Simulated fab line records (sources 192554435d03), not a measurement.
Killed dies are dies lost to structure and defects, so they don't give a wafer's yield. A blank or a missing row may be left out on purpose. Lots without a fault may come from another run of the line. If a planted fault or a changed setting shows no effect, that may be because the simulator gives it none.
Split-lot study :: flow n5-finfet :: on a route of 1938 steps: 7 lots, 21 wafers read

== ON THE SPLIT ==
At N5_MOL_CONTACT_COAG_VIA_ETCH_117 (etches SiO2 in C4F6/O2, target depth 40 nm, overetch 8 nm, time 26 s), the setting bias-w was moved away from the recipe's 455 W on 8 of the 21 wafers read, by -4.9% to +9.8%. The other wafers ran this setting at the recipe's value.

The split's own step is where the reading is taken.

== THE READING ==
rf-vpp-V, in V, at N5_MOL_CONTACT_COAG_VIA_ETCH_117 (etches SiO2 in C4F6/O2, target depth 40 nm, overetch 8 nm, time 26 s). Fault-free wafers of this fab line usually give 1585 V, standard deviation 15 V.

wafer: L077.3
tool, chamber at the split: rie-diel-06, 1
bias-w as run, W: 486.9
against the recipe: +7.0%
rf-vpp-V, V: 1682
against lot-mates on the recipe: +83

wafer: L077.4
tool, chamber at the split: rie-diel-06, 2
bias-w as run, W: 486.9
against the recipe: +7.0%
rf-vpp-V, V: 1662
against lot-mates on the recipe: +63

wafer: L077.5
tool, chamber at the split: rie-diel-06, 1
bias-w as run, W: 455
against the recipe: recipe
rf-vpp-V, V: 1599
against lot-mates on the recipe: -

wafer: L079.3
tool, chamber at the split: rie-diel-05, 3
bias-w as run, W: 455
against the recipe: recipe
rf-vpp-V, V: 1566
against lot-mates on the recipe: -

wafer: L079.5
tool, chamber at the split: rie-diel-05, 3
bias-w as run, W: 455
against the recipe: recipe
rf-vpp-V, V: 1563
against lot-mates on the recipe: -

wafer: L079.6
tool, chamber at the split: rie-diel-05, 2
bias-w as run, W: 455
against the recipe: recipe
rf-vpp-V, V: 1582
against lot-mates on the recipe: -

wafer: L082.4
tool, chamber at the split: rie-diel-02, 2
bias-w as run, W: 455
against the recipe: recipe
rf-vpp-V, V: 1614
against lot-mates on the recipe: -

wafer: L082.5
tool, chamber at the split: rie-diel-02, 2
bias-w as run, W: 455
against the recipe: recipe
rf-vpp-V, V: 1613
against lot-mates on the recipe: -

wafer: L082.6
tool, chamber at the split: rie-diel-02, 1
bias-w as run, W: 455
against the recipe: recipe
rf-vpp-V, V: 1577
against lot-mates on the recipe: -

wafer: L091.3
tool, chamber at the split: rie-diel-02, 3
bias-w as run, W: 432.8
against the recipe: -4.9%
rf-vpp-V, V: 1517
against lot-mates on the recipe: -56

wafer: L091.4
tool, chamber at the split: rie-diel-02, 0
bias-w as run, W: 455
against the recipe: recipe
rf-vpp-V, V: 1571
against lot-mates on the recipe: -

wafer: L091.5
tool, chamber at the split: rie-diel-02, 3
bias-w as run, W: 455
against the recipe: recipe
rf-vpp-V, V: 1574
against lot-mates on the recipe: -

wafer: L093.1
tool, chamber at the split: rie-diel-06, 0
bias-w as run, W: 487.8
against the recipe: +7.2%
rf-vpp-V, V: 1682
against lot-mates on the recipe: +84

wafer: L093.2
tool, chamber at the split: rie-diel-06, 1
bias-w as run, W: 455
against the recipe: recipe
rf-vpp-V, V: 1598
against lot-mates on the recipe: -

wafer: L093.4
tool, chamber at the split: rie-diel-06, 2
bias-w as run, W: 487.8
against the recipe: +7.2%
rf-vpp-V, V: 1663
against lot-mates on the recipe: +65

wafer: L094.2
tool, chamber at the split: rie-diel-02, 3
bias-w as run, W: 498.9
against the recipe: +9.6%
rf-vpp-V, V: 1685
against lot-mates on the recipe: +109

wafer: L094.4
tool, chamber at the split: rie-diel-02, 2
bias-w as run, W: 498.9
against the recipe: +9.6%
rf-vpp-V, V: 1728
against lot-mates on the recipe: +152

wafer: L094.6
tool, chamber at the split: rie-diel-02, 1
bias-w as run, W: 455
against the recipe: recipe
rf-vpp-V, V: 1576
against lot-mates on the recipe: -

wafer: L095.2
tool, chamber at the split: rie-diel-06, 0
bias-w as run, W: 455
against the recipe: recipe
rf-vpp-V, V: 1598
against lot-mates on the recipe: -

wafer: L095.5
tool, chamber at the split: rie-diel-06, 1
bias-w as run, W: 455
against the recipe: recipe
rf-vpp-V, V: 1597
against lot-mates on the recipe: -

wafer: L095.6
tool, chamber at the split: rie-diel-06, 2
bias-w as run, W: 499.5
against the recipe: +9.8%
rf-vpp-V, V: 1693
against lot-mates on the recipe: +96

FIT RESULTS
A straight line over all 21 wafers: rf-vpp-V changes by +12.2 V for each +1% of bias-w; r = +0.96; the points scatter about the line by 16 V.
The same after taking each lot's own level away (the mean of its wafers on the recipe; 21 wafers): +11.5 V for each +1%; r = +0.96; scatter 14 V.
The reading moves by 1.1e+02 V for the largest change in bias-w, on that fit.
Measured against the standard deviation above, the lots' own levels, which go from 1570.3 to 1601.3 V, span 2.1 times it.
Consequently the slope shifts little with the lot-to-lot level, the two slopes agreeing.
Check: for one of the wafers moved furthest among these (+9.8%), held out of the fit, the line's prediction against its lot-mates is +116 V. Against them it came out at +95.5 V.
Tool readings at the split's step, against how far the setting was moved: rf-vpp-V r = +0.96.

== ADDITIONAL SPLITS CARRIED BY THESE WAFERS ==
These wafers also went through other splits before the reading. Each is held against what the fit with the lots' levels taken away leaves over:
other split on the same wafers: N5_DUMMY_GATE_ETCH_31 target-depth-a
wafers away from the commonest value: 4
r with rf-vpp-V (lot level and that fit taken away): +0.13

other split on the same wafers: N5_DUMMY_GATE_ETCH_32 time-s
wafers away from the commonest value: 7
r with rf-vpp-V (lot level and that fit taken away): -0.03

other split on the same wafers: N5_SD_EPI_N_ETCH_16 target-depth-a
wafers away from the commonest value: 8
r with rf-vpp-V (lot level and that fit taken away): +0.05

other split on the same wafers: N5_SD_EPI_N_EPI_21 temp-c
wafers away from the commonest value: 5
r with rf-vpp-V (lot level and that fit taken away): +0.08

other split on the same wafers: N5_HKMG_FIN_ETCH_55 bias-w
wafers away from the commonest value: 8
r with rf-vpp-V (lot level and that fit taken away): -0.11

other split on the same wafers: N5_GATE_CUT_COAT_27 spin-rpm
wafers away from the commonest value: 5
r with rf-vpp-V (lot level and that fit taken away): -0.04

other split on the same wafers: N5_GATE_CUT_DESCUM_18 time-s
wafers away from the commonest value: 9
r with rf-vpp-V (lot level and that fit taken away): -0.12

other split on the same wafers: N5_MOL_CONTACT_COAG_ETCH_106 source-w
wafers away from the commonest value: 10
r with rf-vpp-V (lot level and that fit taken away): +0.39

other split on the same wafers: N5_MOL_CONTACT_COAG_ETCHBACK_134 time-s
wafers away from the commonest value: 5
r with rf-vpp-V (lot level and that fit taken away): +0.11

== THE FILE'S OWN FIT ==
rf-vpp-V changes by +11.2 V for each +1% of bias-w, r = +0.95.
